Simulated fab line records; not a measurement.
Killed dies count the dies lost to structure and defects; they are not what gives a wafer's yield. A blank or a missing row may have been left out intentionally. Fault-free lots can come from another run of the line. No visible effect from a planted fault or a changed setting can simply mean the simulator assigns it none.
A lot that was struck, set against a sound lot | flow n5Finfet | 42 steps out of a route of 1938
Sound: wafers L674.1, L674.3, L674.6. Struck: wafer L690.6. (L690.4, L690.5 of the same lot were not struck and are left out.) The cause comes at the end.
Each step with rows lists, per side, the tool, then ch with its chambers, then its first start. Under that, the readings that differ: sound wafers | struck wafers | difference of the means | sigmas: that difference in standard deviations of wafers without a fault.
alike: a reading whose means differ by less than 2 such deviations, as well as words and numbers matching on both sides. not compared: withheld readings; readings where some wafer has no value; bounds like >300 that might hide an equal value; numbers whose values overlap and for which the record gives no deviation.
The two part at a step that has a row with sigmas, a row that says differs or no value, or rows on one side only. Numbers that don't overlap but have no deviation are shown without sigmas and don't part them. Lack of a reading on every wafer of one side parts them only where that side has two or more wafers.

first, 8 steps without rows for these wafers: N5_BEOL_M14_COAT_66 (time 60 s, resist thk 110 nm); N5_BEOL_M14_COAT_22 (resist thk 300 nm); N5_BEOL_M14_EBR_24; N5_BEOL_M14_SOFTBAKE_23 (time 60 s); N5_BEOL_M14_EXPOSE_25 (exposes mask M14, target cd 280 nm); N5_BEOL_M14_PEB_26 (peb time 90 s); N5_BEOL_M14_DEVELOP_27 (develop time 45 s); N5_BEOL_M14_HARDBAKE_32 (time 120 s).
N5_BEOL_M14_CD_MEAS_28: target cd 284.4 nm.
  sound on cdSem-02 ch 0, day 12 02:20; struck on cdSem-02 ch 0, day 16 05:13
  alike: cdNm
N5_BEOL_M14_OVL_MEAS_29:
  sound on overlay-01 ch 0, day 12 02:22; struck on overlay-02 ch 0, day 16 05:14
  alike: M14_OVL
N5_BEOL_M14_INSPECT_30: inspects for defects (macro).
  sound on defectInspect-01 at day 12 02:23; struck on defectInspect-01 at day 16 05:16
  alike: rawDefectCount
then, 1 step without rows for these wafers: N5_BEOL_M14_DESCUM_33 (chemistry O2, time 7.9 s).
N5_BEOL_M14_ETCH_67: etches SiARC in CF4, target depth 143 nm, time 238.3 s.
  sound on rieDiel-05 ch 1,2,3, day 12 02:32; struck on rieDiel-02 ch 3, day 16 05:20
  alike: biasW, cf4FlowSccm, drypumpMotorCurrentA, etchRfOnTimeS, oesProductAu, rfVppV, showerheadPlenumPTorr, throttleValvePct
  not compared: rfHoursCounterH
then, 4 steps without rows for these wafers: N5_BEOL_M14_ETCH_68 (etches SOC in N2/H2, time 450 s); N5_BEOL_M14_STRIP_69 (strips in N2/H2); N5_BEOL_M14_TRENCH_ETCH_34 (etches SiO2 in C4F8/O2/Ar, target depth 556.65 nm, time 126.9 s); N5_BEOL_M14_STRIP_70 (strips in C4F8/O2/Ar).
N5_BEOL_M14_OCD_MEAS_35:
  sound on ocd-02 at day 12 03:07; struck on ocd-01 at day 16 05:55
  alike: trenchDepthNm
then, 5 steps without rows for these wafers: N5_BEOL_M14_STRIP_37 (strips in O2); N5_BEOL_M14_ETCH_38 (etches SiCN in CF4/N2, target depth 106.5 nm, time 120.6 s); N5_BEOL_M14_PRECLEAN_39 (cleans in residue remover, time 60 s); N5_BEOL_M14_SRD_40 (time 30 s, dry time 30 s); N5_BEOL_M14_DEGAS_41 (time 60 s).
N5_BEOL_M14_PRE_CLEAN_42: time 30 s.
  sound on pvdSputter-03 at day 12 04:02; struck on pvdSputter-01 at day 16 07:02
  alike: heaterPowerW
N5_BEOL_M14_SPUTTER_43: material TaN, target thk 15 nm, time 24.19 s.
  sound on pvdSputter-03 at day 12 04:04; struck on pvdSputter-01 at day 16 07:04
  alike: throttleValvePct
then, 1 step without rows for these wafers: N5_BEOL_M14_SPUTTER_44 (material Ta, target thk 15 nm, time 24.19 s).
N5_BEOL_M14_SPUTTER_45: material Cu, target thk 100 nm, time 16.67 s.
  sound on pvdSputter-03 at day 12 04:14; struck on pvdSputter-01 at day 16 07:14
  alike: throttleValvePct
then, 1 step without rows for these wafers: N5_BEOL_M14_ECD_47 (material Cu, target thk 1248 nm).
N5_BEOL_M14_ANNEAL_48: time 90 s.
  sound on rtpAnneal-01 ch 0, day 12 04:45; struck on rtpAnneal-01 ch 0, day 16 07:40
  alike: wafer_temp_C_max
N5_BEOL_M14_CMP_49: polishes, stops on SiO2, t overpolish 5.2 s, target thk 560 nm.
  sound on cmp-01 ch 1,2,3, day 12 05:05; struck on cmp-03 ch 3, day 16 07:52
reading         | sound             | struck | difference | sigmas
slurryFlowMlMin | 150.0 149.4 150.1 | 150.7  | +0.9       | +2
  alike: barrierFieldEndpointS, motorCurrentA, overpolishRunS, timeToEndpointS
N5_BEOL_M14_THK_MEAS_50: measures by xrf.
  sound on filmMetro-02 at day 12 05:20; struck on filmMetro-01 at day 16 08:08
  alike: M14_THK
then, 2 steps without rows for these wafers: N5_BEOL_M14_PRE_CLEAN_52 (time 15 s); N5_BEOL_M14_DEP_53 (deposits SiCN from 3MS/NH3, target thk 50 nm, time 17.8 s).
N5_BEOL_M14_RS_MEAS_54: measurement is done with a four-point probe.
  sound on filmMetro-01 at day 12 05:28; struck on filmMetro-01 at day 16 08:16
  alike: M14_RS
then, 1 step without rows for these wafers: N5_BEOL_M15_ILD_DEP_00 (deposits SiO2 from TEOS/O2, target thk 1629.3 nm, time 346.1 s).
N5_BEOL_M15_THK_MEAS_01:
  sound on filmMetro-02 at day 12 05:47; struck on filmMetro-01 at day 16 08:34
  alike: M15_ILD_THK
then, 5 steps without rows for these wafers: N5_BEOL_M15_COAT_58 (time 60 s, resist thk 89 nm); N5_BEOL_M15_COAT_04 (resist thk 800 nm); N5_BEOL_M15_EBR_06; N5_BEOL_M15_SOFTBAKE_05 (time 60 s); N5_BEOL_M15_EXPOSE_07 (exposes mask V14).
N5_PASSIVATION_PROBE_49:
  record: rows for the struck wafers here (prober-02, day 17 05:15), none for the sound ones

WHERE THEY PART
First at N5_BEOL_M14_CMP_49; last, within this record, at N5_PASSIVATION_PROBE_49.

WHY: what the simulator had put in
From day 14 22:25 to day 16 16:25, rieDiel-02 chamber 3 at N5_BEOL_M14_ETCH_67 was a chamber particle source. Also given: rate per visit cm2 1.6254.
